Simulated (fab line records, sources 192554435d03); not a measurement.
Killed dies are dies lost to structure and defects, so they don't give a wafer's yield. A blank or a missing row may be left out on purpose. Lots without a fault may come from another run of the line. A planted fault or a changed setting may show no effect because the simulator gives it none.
fab line records | flow n5_finfet
record lots=8 wafers=24 last_day=18
route steps=1938 shown BEOL_M0_SAQP@700 BEOL_M0@717 BEOL_M4@1111 PASSIVATION@1936
lots that met no fault: from a run of the same line without faults
start_h: hours from the record's first day to the start of the lot's first wafer shown | wait_h: hours since the lot's step before | " the same as in the row above | L1.1+2: a row that stands for several wafers | - no value, or no start given | * or withheld: withheld | < > ~ a bound
route shown NAME@n: a module of which the file shows steps, and the number in the route of the first | usual: mean/standard deviation of fault-free wafers | same: alike in all rows | chamber/n: place in a boat | sites: the reading at each site | _std_site: their standard deviation | _edge_site: outer sites' mean less inner sites' | radius_mm: how far each site lies from the wafer's centre | mask NAME#n: copy n | behind: the tool/chamber that last shaped the wafer | hold: why the lot was held/for how many hours/how that ended | device: the transistor (n, p or np) that didn't switch | end of line: the same wafers' tests at the end of the route | a step without rows: its recipe alone | killed: dies lost to structure and defects at the first sort, not the wafer's yield | map: a wafer's dies, x killed, . not, _ none there
set.NAME: the setting as run; set.NAME@STEP: as run at that earlier step | model.NAME: the simulator's own value behind a step, which no gauge read
steps of the route over a sample of lots; a table a step, a row a wafer
services: from which hour (start_h, from the record's first day; less than 0 if before it) a tool's chamber was out of use, for how many hours, and why
## steps
# step N5_BEOL_M0_SAQP_STRIP_75
# recipe chemistry=CF4 resist=SiARC power_w=300 bias_power_w=75 pressure_mtorr=50 cf4_flow_sccm=150 rf_frequency_hz=6e+07
# usual drypump_motor_current_A=6.0/0.45 oes_product_au=0.177/0.018 power_w=299.9/0.96 rf_vpp_V=270.8/1.9 showerhead_plenum_p_Torr=1.77/0.077 throttle_valve_pct=13.6/0.32
# columns lot.wafer tool chamber start_h wait_h drypump_motor_current_A oes_product_au power_w rf_hours_counter_h rf_vpp_V showerhead_plenum_p_Torr throttle_valve_pct
L364.2 rie_diel-06 0 135.06 0.1 6.5 0.169 301.1 171 268.7 1.71 13.3
L364.3 " 2 " " 5.6 0.163 299.4 231 271.7 1.75 14.0
L364.4 " 3 " " 5.8 0.180 300.7 113 268.0 1.66 13.3
L366.1 rie_diel-06 1 143.71 0.1 6.5 0.205 299.9 25 273.4 1.88 13.4
L366.4 " 2 " " 5.6 0.155 299.7 234 270.2 1.75 14.0
L366.6 " 0 " " 6.5 0.172 298.1 - 270.6 1.71 13.3
L372.4 rie_diel-06 2 187.95 0.1 5.6 0.155 300.7 247 271.7 1.75 14.1
L372.5 " 1 " " 6.5 0.198 299.3 - 273.9 1.88 13.4
L372.6 " 2 " " 5.6 0.160 300.3 - 269.4 1.75 14.1
L376.1 rie_diel-03 1 204.75 0.1 6.8 0.161 300.2 206 270.0 1.71 14.0
L376.3 " 3 " " 5.8 0.174 299.8 120 270.3 1.71 13.2
L376.4 " 0 " " 5.8 0.174 300.4 164 272.5 1.85 13.9
L378.3 rie_diel-03 3 213.69 0.1 5.8 0.177 300.6 123 271.1 1.71 13.2
L378.4 " 1 " " 6.8 0.165 300.5 208 269.5 1.71 14.0
L378.6 " 3 " " 5.8 0.174 299.1 - 268.9 1.71 13.2
L381.1 rie_diel-06 1 232.49 0.1 6.5 0.200 300.4 50 273.5 1.88 13.4
L381.2 " 2 " " 5.6 0.218 301.9 3 270.8 1.75 13.5
L381.3 " 0 " " 6.5 0.167 300.1 201 270.9 1.70 13.4
L382.3 rie_diel-06 2 245.73 0.1 5.6 0.221 298.3 5 270.1 1.74 13.5
L382.5 " 3 " " 5.9 0.171 301.1 - 268.2 1.65 13.3
L382.6 " 0 " " 6.5 0.171 299.1 - 267.6 1.70 13.4
L383.2 rie_diel-03 0 251.52 0.1 5.7 0.166 301.3 178 270.6 1.85 13.9
L383.3 " 3 " " 5.8 0.178 298.8 135 268.0 1.71 13.3
L383.5 " 2 " " 6.2 0.157 301.1 - 272.0 1.87 14.0
# step N5_BEOL_M0_STRIP_140
# recipe chemistry=CF4 resist=SiARC power_w=300 bias_power_w=75 pressure_mtorr=50 cf4_flow_sccm=150 rf_frequency_hz=6e+07
# usual drypump_motor_current_A=5.7/0.36 oes_product_au=0.79/0.1 power_w=300.0/0.78 rf_vpp_V=271.0/1.9 showerhead_plenum_p_Torr=1.79/0.076 throttle_valve_pct=13.51/0.26
# columns lot.wafer tool chamber start_h wait_h drypump_motor_current_A oes_product_au power_w rf_hours_counter_h rf_vpp_V showerhead_plenum_p_Torr throttle_valve_pct
L364.2 rie_diel-05 2 136.84 0.1 5.5 0.74 299.1 157 266.1 1.66 13.53
L364.3 " 3 " " 5.5 0.93 299.8 7 269.4 1.77 13.54
L364.4 " 1 " " 6.2 0.76 299.2 - 275.8 1.88 13.70
L366.1 rie_diel-05 2 145.91 0.3 5.4 0.74 299.8 159 268.6 1.66 13.55
L366.4 " 2 " " 5.5 0.74 300.4 - 268.5 1.66 13.56
L366.6 " 3 " " 5.5 0.94 301.3 - 271.1 1.77 13.55
L372.4 rie_diel-04 2 191.01 0.2 5.3 0.68 301.6 - 272.4 1.77 13.89
L372.5 " 3 " " 6.0 0.92 299.1 - 271.2 1.77 13.15
L372.6 " 0 " " 5.6 0.85 298.5 - 272.7 1.92 13.63
L376.1 rie_diel-04 0 206.36 0.2 5.6 0.83 299.1 62 271.6 1.92 13.63
L376.3 " 2 " " 5.3 0.67 299.6 253 270.7 1.77 13.92
L376.4 " 0 " " 5.6 0.83 299.4 - 273.4 1.92 13.66
L378.3 rie_diel-02 3 214.97 0.1 6.5 0.68 299.8 222 269.4 1.75 13.33
L378.4 " 1 " " 5.9 0.90 300.9 - 272.9 1.82 13.10
L378.6 " 0 " " 6.1 0.67 300.3 - 267.9 1.70 13.52
L381.1 rie_diel-04 0 235.12 0.3 5.6 0.83 298.7 75 273.0 1.91 13.64
L381.2 " 3 " " 6.0 0.89 299.0 35 271.3 1.76 13.18
L381.3 " 2 " " 5.3 0.66 300.5 266 269.9 1.76 13.96
L382.3 rie_diel-02 1 249.68 0.1 5.9 0.87 299.4 38 271.6 1.81 13.12
L382.5 " 0 " " 6.1 0.66 300.3 - 267.4 1.69 13.52
L382.6 " 1 " " 5.9 0.86 300.9 - 269.5 1.81 13.12
L383.2 rie_diel-05 3 257.74 0.1 5.5 0.87 300.5 44 271.1 1.76 13.66
L383.3 " 2 " " 5.4 0.70 300.6 200 268.8 1.65 13.62
L383.5 " 0 " " 5.1 0.86 300.5 - 271.2 1.83 13.11
# step N5_BEOL_M0_STRIP_104
# recipe chemistry=N2/H2 power_w=450 temp_c=40 pressure_mtorr=20 rf_frequency_hz=6e+07 overash_fraction=0.3 bias_power_w=7 h2_frac=0.5 n2_flow_sccm=200 h2_flow_sccm=200
# usual drypump_motor_current_A=5.7/0.36 oes_product_au=0.80/0.11 power_w=450.5/1.3 rf_vpp_V=59.2/1.7 showerhead_plenum_p_Torr=2.53/0.11 throttle_valve_pct=23.7/0.33
# same overash_fraction=0.3
# columns lot.wafer tool chamber start_h wait_h drypump_motor_current_A oes_product_au power_w rf_hours_counter_h rf_vpp_V showerhead_plenum_p_Torr throttle_valve_pct
L364.2 rie_diel-05 2 136.86 0.0 5.5 0.75 451.7 157 58.3 2.33 23.4
L364.3 " 3 " " 5.5 0.96 448.7 7 60.1 2.50 24.0
L364.4 " 1 " " 6.2 0.78 450.0 - 59.2 2.64 23.6
L366.1 rie_diel-05 2 145.93 0.0 5.5 0.77 449.7 159 59.2 2.33 23.5
L366.4 " 2 " " 5.5 0.76 451.9 - 58.9 2.33 23.4
L366.6 " 3 " " 5.5 0.96 447.7 - 59.8 2.50 24.0
L372.4 rie_diel-04 2 191.04 0.0 5.3 0.67 451.3 - 59.7 2.52 24.3
L372.5 " 3 " " 6.1 0.93 451.5 - 60.4 2.47 23.2
L372.6 " 0 " " 5.6 0.87 449.3 - 58.7 2.71 23.8
L376.1 rie_diel-04 0 206.38 0.0 5.6 0.86 448.8 62 59.3 2.71 23.8
L376.3 " 2 " " 5.3 0.68 449.3 253 58.2 2.52 24.3
L376.4 " 0 " " 5.6 0.85 451.3 - 59.9 2.71 23.8
L378.3 rie_diel-02 3 214.99 0.0 6.5 0.69 451.6 222 57.2 2.51 23.8
L378.4 " 1 " " 5.9 0.92 450.8 - 61.0 2.61 23.7
L378.6 " 0 " " 6.1 0.67 449.1 - 61.0 2.41 23.5
L381.1 rie_diel-04 0 235.14 0.0 5.6 0.84 449.6 75 61.5 2.70 23.8
L381.2 " 3 " " 6.1 0.90 450.9 35 62.3 2.46 23.2
L381.3 " 2 " " 5.3 0.66 450.5 266 60.6 2.51 24.3
L382.3 rie_diel-02 1 249.70 0.0 5.9 0.87 451.4 38 58.4 2.60 23.7
L382.5 " 0 " " 6.1 0.66 450.7 - 57.8 2.41 23.6
L382.6 " 1 " " 5.9 0.88 451.4 - 60.2 2.60 23.7
L383.2 rie_diel-05 3 257.76 0.0 5.6 0.87 451.3 44 56.4 2.48 24.1
L383.3 " 2 " " 5.4 0.73 450.0 200 59.4 2.31 23.5
L383.5 " 0 " " 5.1 0.90 451.0 - 60.9 2.60 23.1
# step N5_BEOL_M0_TRENCH_ETCH_107
# recipe chemistry=C4F6/O2 target_depth_a=328 target=SiOC time_s=16.4 ion_energy_ev=250 pressure_mtorr=30 source_w=355 bias_w=185 Ar_flow_sccm=300 C4F6_flow_sccm=10 O2_flow_sccm=10
# usual drypump_motor_current_A=5.7/0.42 oes_product_au=0.78/0.1 rf_fwd_power_W=348.9/1.7 rf_vpp_V=651/18 showerhead_plenum_p_Torr=2.84/0.11 throttle_valve_pct=20.79/0.24
# columns lot.wafer tool chamber start_h wait_h drypump_motor_current_A oes_product_au rf_fwd_power_W rf_hours_counter_h rf_vpp_V showerhead_plenum_p_Torr throttle_valve_pct
L364.2 rie_diel-02 0 137.03 0.0 6.1 0.69 352.6 195 630 2.74 20.79
L364.3 " 2 " " 5.6 0.70 348.7 223 631 2.81 20.97
L364.4 " 0 " " 6.1 0.69 349.5 - 631 2.74 20.77
L366.1 rie_diel-02 0 146.13 0.0 6.1 0.69 353.6 199 630 2.74 20.80
L366.4 " 0 " " 6.1 0.69 351.5 - 630 2.74 20.80
L366.6 " 3 " " 6.6 0.68 346.4 - 646 2.85 20.73
L372.4 rie_diel-02 2 191.65 0.0 5.6 0.68 349.5 245 633 2.80 21.01
L372.5 " 3 " " 6.5 0.67 347.4 - 647 2.84 20.78
L372.6 " 2 " " 5.6 0.68 348.8 - 632 2.80 21.02
L376.1 rie_diel-02 1 206.70 0.0 5.9 0.95 434.0 21 613 2.89 20.39
L376.3 " 0 " " 6.1 0.71 436.8 223 567 2.73 20.84
L376.4 " 3 " " 6.6 0.71 429.6 - 580 2.84 20.78
L378.3 rie_diel-02 3 215.24 0.0 6.6 0.70 431.0 222 578 2.84 20.80
L378.4 " 1 " " 5.9 0.95 436.4 - 612 2.88 20.39
L378.6 " 3 " " 6.6 0.71 432.9 - 579 2.84 20.81
L381.1 rie_diel-04 0 235.93 0.0 5.6 0.83 346.1 75 670 2.99 20.82
L381.2 " 3 " " 6.1 0.89 347.8 36 673 2.79 20.53
L381.3 " 2 " " 5.3 0.66 349.6 266 648 2.80 21.15
L382.3 rie_diel-05 3 250.01 0.0 5.5 0.89 352.2 42 650 2.81 21.18
L382.5 " 0 " " 5.1 0.89 348.2 - 618 2.92 20.50
L382.6 " 3 " " 5.5 0.89 351.1 - 648 2.81 21.19
L383.2 rie_diel-05 1 257.93 0.0 6.2 0.73 347.7 186 667 2.93 20.94
L383.3 " 0 " " 5.1 0.88 348.7 37 618 2.92 20.50
L383.5 " 1 " " 6.2 0.74 347.7 - 665 2.93 20.95
# step N5_BEOL_M4_RC_MEAS_101
# usual DIBL_N=36.4/2 DIBL_P=36.1/2.5 IOFF_N=0.16/0.037 IOFF_P=0.20/0.038 ION_N=670/13 ION_P=459/8.3 SS_N=71.6/0.69 SS_P=73.3/0.72 VT_N=250/3.4 VT_P=-251/3.1
# columns lot.wafer tool chamber start_h wait_h DIBL_N[mV/V] DIBL_P[mV/V] IOFF_N[nA/um] IOFF_P[nA/um] ION_N[uA/um] ION_P[uA/um] SS_N[mV/dec] SS_P[mV/dec] VT_N[mV] VT_P[mV]
L364.2 prober-01 0 179.75 0.2 34.5 33.9 0.12 0.16 665 454 71.7 72.6 255 -255
L364.3 " 0 " " 36.0 36.7 0.16 0.21 681 467 72.5 72.8 247 -249
L364.4 " 0 " " 32.3 32.2 0.10 0.14 654 457 70.5 71.8 256 -255
L366.1 prober-01 0 195.74 0.0 34.9 34.7 0.13 0.16 665 454 70.6 72.8 255 -254
L366.4 " 0 " " 39.3 39.6 0.22 0.25 680 461 72.3 73.9 249 -249
L366.6 " 0 " " 35.5 34.9 0.14 0.16 663 449 71.7 73.0 251 -255
L372.4 prober-01 0 231.67 0.5 33.7 33.7 0.13 0.16 653 448 72.3 72.8 253 -254
L372.5 " 0 " " 37.2 38.4 0.19 0.22 676 457 72.1 73.9 248 -250
L372.6 " 0 " " 32.1 33.1 0.12 0.15 669 455 70.9 72.4 254 -255
L376.1 prober-02 0 250.97 0.0 39.1 39.9 0.23 0.28 689 468 72.3 74.1 244 -245
L376.3 " 0 " " 34.5 33.9 0.13 0.17 662 451 71.2 72.6 250 -253
L376.4 " 0 " " 38.9 38.1 0.21 0.23 670 459 72.5 73.4 247 -250
L378.3 prober-02 0 271.31 0.3 37.8 36.1 0.15 0.22 676 467 72.1 73.2 249 -249
L378.4 " 0 " " 38.4 36.1 0.17 0.22 679 465 72.0 73.1 250 -248
L378.6 " 0 " " 37.0 35.6 0.15 0.22 685 476 71.7 73.2 249 -250
L381.1 prober-02 0 297.49 0.0 35.5 35.2 0.15 0.21 669 460 72.0 72.5 250 -250
L381.2 " 0 " " 34.2 34.1 0.12 0.18 669 459 71.5 72.3 255 -251
L381.3 " 0 " " 37.4 36.8 0.19 0.22 668 456 73.1 73.3 247 -249
L382.3 prober-02 0 300.32 0.3 35.4 36.3 0.14 0.18 678 464 70.8 73.9 252 -254
L382.5 " 0 " " 37.1 36.9 0.15 0.18 657 441 71.9 73.3 253 -256
L382.6 " 0 " " 35.8 36.5 0.14 0.18 663 458 71.3 73.5 250 -256
L383.2 prober-01 0 304.50 0.2 36.7 36.9 0.18 0.19 676 455 71.4 74.0 246 -254
L383.3 " 0 " " 37.6 36.4 0.17 0.18 668 445 71.6 73.9 247 -255
L383.5 " 0 " " 35.3 34.9 0.13 0.17 651 452 70.8 72.3 251 -256
# step N5_PASSIVATION_PROBE_49
# usual defect_limited_yield=91.2/1.6 killed_at_M0_to_M3=34/11 killed_at_M4_up=13/5.2 killed_at_contacts=13/6.3 killed_at_front_end=40/14 killed_at_other=3.2/2.4 killed_dies=104/19 killed_open=69/14 killed_short=32/7.5 sort_bin_5_function=5.3/1.1 sort_bin_6_memory=3.2/0.73 sort_bin_8_speed=0.01/0.038 sort_n_pass=1076/19 sort_yield_pct=91.2/1.6
# same gross_dies=1180 killed_at_back_side=0 sort_bin_4_leakage[%]=0
# columns lot.wafer tool chamber start_h wait_h defect_limited_yield[%] killed_at_M0_to_M3 killed_at_M4_up killed_at_contacts killed_at_front_end killed_at_other killed_dies killed_open killed_short sort_bin_5_function[%] sort_bin_6_memory[%] sort_bin_8_speed[%] sort_n_pass sort_yield_pct[%]
L372.4 prober-02 - 358.62 0.2 93.1 28 12 7 33 1 81 36 42 4.4 2.1 0 1099 93.1
L372.5 prober-02 - 358.67 0.2 90.8 27 15 24 40 3 109 77 30 5.3 3.6 0.08 1071 90.8
L372.6 prober-02 - 358.72 0.3 93.1 22 9 21 30 0 82 56 26 4.5 2.2 0 1098 93.1
L376.1 prober-02 - 364.49 0.0 89.2 60 16 16 32 4 128 89 37 6.1 4.5 0 1052 89.2
L376.3 prober-02 - 364.59 0.1 89.3 49 13 14 47 3 126 83 38 5.8 4.3 0 1054 89.3
L376.4 prober-02 - 364.64 0.2 90.8 44 12 18 31 4 109 65 43 5.6 3.3 0 1071 90.8
L378.3 prober-01 - 369.46 0.1 91.4 28 17 16 39 2 102 62 37 5.3 3.1 0 1078 91.4
L378.4 prober-01 - 369.51 0.2 91.4 40 23 15 24 0 102 67 29 5.0 3.1 0 1078 91.4
L378.6 prober-01 - 369.61 0.3 90.9 39 15 16 32 5 107 61 40 5.2 3.5 0 1073 90.9
L381.1 prober-02 - 400.46 0.0 91.7 24 7 23 43 1 98 60 37 5.8 2.2 0 1082 91.7
L381.2 prober-02 - 400.51 0.1 90.9 49 11 8 38 1 107 69 33 5.8 2.8 0 1073 90.9
L381.3 prober-02 - 400.56 0.1 89.8 38 21 21 39 1 120 88 32 6.7 3.1 0 1060 89.8
# killed by level:class
L372.4 FIN_SAQP:geometric_particle:short=10 BEOL_M0_SAQP:geometric_particle:short=9 STI_FIN_REVEAL:geometric_particle:open=6 MOL_CONTACT_COAG:geometric_particle:open=5 FIN_SAQP:geometric_particle:open=4 GATE_CUT:geometric_particle:short=4 BEOL_M0_SAQP:geometric_particle:open=4 BEOL_M2:geometric_particle:open=4
L372.5 MOL_CONTACT_COAG:geometric_particle:open=18 FIN_SAQP:geometric_particle:open=10 BEOL_M4:geometric_particle:open=7 FIN_SAQP:geometric_particle:short=6 STI_FIN_REVEAL:geometric_particle:open=6 BEOL_M0_SAQP:geometric_particle:open=6 BEOL_M0_SAQP:geometric_particle:short=6 BEOL_M2:geometric_particle:open=6
L372.6 MOL_CONTACT_COAG:geometric_particle:open=19 BEOL_M0_SAQP:geometric_particle:open=10 ILD0:geometric_particle:short=5 BEOL_M0_SAQP:geometric_particle:short=5 STI_FIN_REVEAL:geometric_particle:open=4 DUMMY_GATE:geometric_particle:open=3 ILD0:geometric_particle:open=3 GATE_CUT:geometric_particle:short=3
L376.1 MOL_CONTACT_COAG:geometric_particle:open=14 BEOL_M0_SAQP:geometric_particle:open=12 BEOL_M1:geometric_particle:open=10 BEOL_M2:geometric_particle:open=10 BEOL_M0_SAQP:geometric_particle:short=9 BEOL_M3:geometric_particle:open=9 FIN_SAQP:geometric_particle:open=7 BEOL_M4:geometric_particle:open=7
L376.3 BEOL_M2:geometric_particle:open=14 STI_FIN_REVEAL:geometric_particle:open=12 MOL_CONTACT_COAG:geometric_particle:open=9 BEOL_M0_SAQP:geometric_particle:open=9 FIN_SAQP:geometric_particle:open=8 BEOL_M1:geometric_particle:open=7 FIN_SAQP:geometric_particle:short=6 BEOL_M5:geometric_particle:open=6
L376.4 FIN_SAQP:geometric_particle:short=15 MOL_CONTACT_COAG:geometric_particle:open=14 BEOL_M0_SAQP:geometric_particle:short=13 BEOL_M1:geometric_particle:open=6 BEOL_M2:geometric_particle:open=6 FIN_SAQP:geometric_particle:open=5 BEOL_M3:geometric_particle:open=5 BEOL_M0_SAQP:geometric_particle:open=5
L378.3 MOL_CONTACT_COAG:geometric_particle:open=12 BEOL_M4:geometric_particle:open=8 FIN_SAQP:geometric_particle:short=7 GATE_CUT:geometric_particle:short=7 DUMMY_GATE:geometric_particle:open=6 BEOL_M1:geometric_particle:open=6 BEOL_M5:geometric_particle:open=6 STI_FIN_REVEAL:geometric_particle:open=5
L378.4 BEOL_M2:geometric_particle:open=12 BEOL_M4:geometric_particle:open=11 MOL_CONTACT_COAG:geometric_particle:short=8 BEOL_M3:geometric_particle:open=8 FIN_SAQP:geometric_particle:open=6 MOL_CONTACT_COAG:geometric_particle:open=5 BEOL_M0_SAQP:geometric_particle:open=5 FIN_SAQP:geometric_particle:short=4
L378.6 MOL_CONTACT_COAG:geometric_particle:open=10 STI_FIN_REVEAL:geometric_particle:open=10 BEOL_M0_SAQP:geometric_particle:open=9 BEOL_M0_SAQP:geometric_particle:short=9 BEOL_M2:geometric_particle:short=8 MOL_CONTACT_COAG:geometric_particle:short=6 BEOL_M2:geometric_particle:open=6 GATE_CUT:geometric_particle:short=4
L381.1 MOL_CONTACT_COAG:geometric_particle:open=15 FIN_SAQP:geometric_particle:short=14 MOL_CONTACT_COAG:geometric_particle:short=8 STI_FIN_REVEAL:geometric_particle:open=7 FIN_SAQP:geometric_particle:open=6 BEOL_M2:geometric_particle:open=6 BEOL_M3:geometric_particle:open=5 BEOL_M0_SAQP:geometric_particle:open=5
L381.2 BEOL_M2:geometric_particle:open=18 BEOL_M0_SAQP:geometric_particle:short=10 BEOL_M1:geometric_particle:open=8 STI_FIN_REVEAL:geometric_particle:open=6 DUMMY_GATE:geometric_particle:open=6 MOL_CONTACT_COAG:geometric_particle:open=6 BEOL_M0:geometric_particle:open=6 FIN_SAQP:geometric_particle:short=5
L381.3 MOL_CONTACT_COAG:geometric_particle:open=16 BEOL_M2:geometric_particle:open=14 FIN_SAQP:geometric_particle:short=9 BEOL_M1:geometric_particle:open=9 STI_FIN_REVEAL:geometric_particle:open=8 FIN_SAQP:geometric_particle:open=7 DUMMY_GATE:geometric_particle:open=6 MOL_CONTACT_COAG:geometric_particle:short=5
## services
# columns tool chamber start_h hours kind
rie_diel-05 0 132.26 - clean
rie_diel-05 0 132.26 - consumable_replace:focus_ring
rie_diel-05 0 132.26 24.3 scheduled_down
rie_diel-05 0 132.26 24.3 vent_cycle
rie_diel-02 1 136.01 - clean
rie_diel-02 1 136.01 - consumable_replace:focus_ring
rie_diel-02 1 136.01 16.5 scheduled_down
rie_diel-02 1 136.01 16.5 vent_cycle
rie_diel-05 - 138.50 4.3 pm
rie_diel-03 2 140.26 5.8 repair
rie_diel-04 3 143.18 13.8 repair
rie_diel-06 1 154.34 5.2 repair
rie_diel-05 - 164.14 0.3 repair
rie_diel-05 - 171.64 2.2 repair
rie_diel-02 3 173.21 5.4 repair
rie_diel-04 1 175.48 62.1 repair
rie_diel-06 - 199.41 3.9 repair
rie_diel-05 3 201.47 13.7 repair
rie_diel-02 2 205.13 - clean
rie_diel-02 2 205.13 - consumable_replace:focus_ring
rie_diel-02 2 205.13 22.7 scheduled_down
rie_diel-02 2 205.13 22.7 vent_cycle
rie_diel-05 2 219.41 2.6 repair
rie_diel-02 3 230.91 5.1 repair
## key
first_sign step=N5_BEOL_M0_TRENCH_ETCH_107 reading=rf_fwd_power_W direction=up sigmas=49 usual=* struck=*
effect step=N5_BEOL_M0_TRENCH_ETCH_107 reading=rf_vpp_V direction=down sigmas=3.5 usual=651 struck=588
met_at N5_BEOL_M0_TRENCH_ETCH_107
struck_lots L376,L378
not_acting_at N5_BEOL_M0_SAQP_STRIP_75,N5_BEOL_M0_STRIP_140,N5_BEOL_M0_STRIP_104
onset_between 191.65 206.70
fault kind=process_parameter_drift tool=rie_diel-02 chamber=- onset_h=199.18 steps=N5_BEOL_M0_TRENCH_ETCH_107 channel=source_w offset=85.2 shape=step end_h=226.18 acts_in=these_recipes_only stated=355
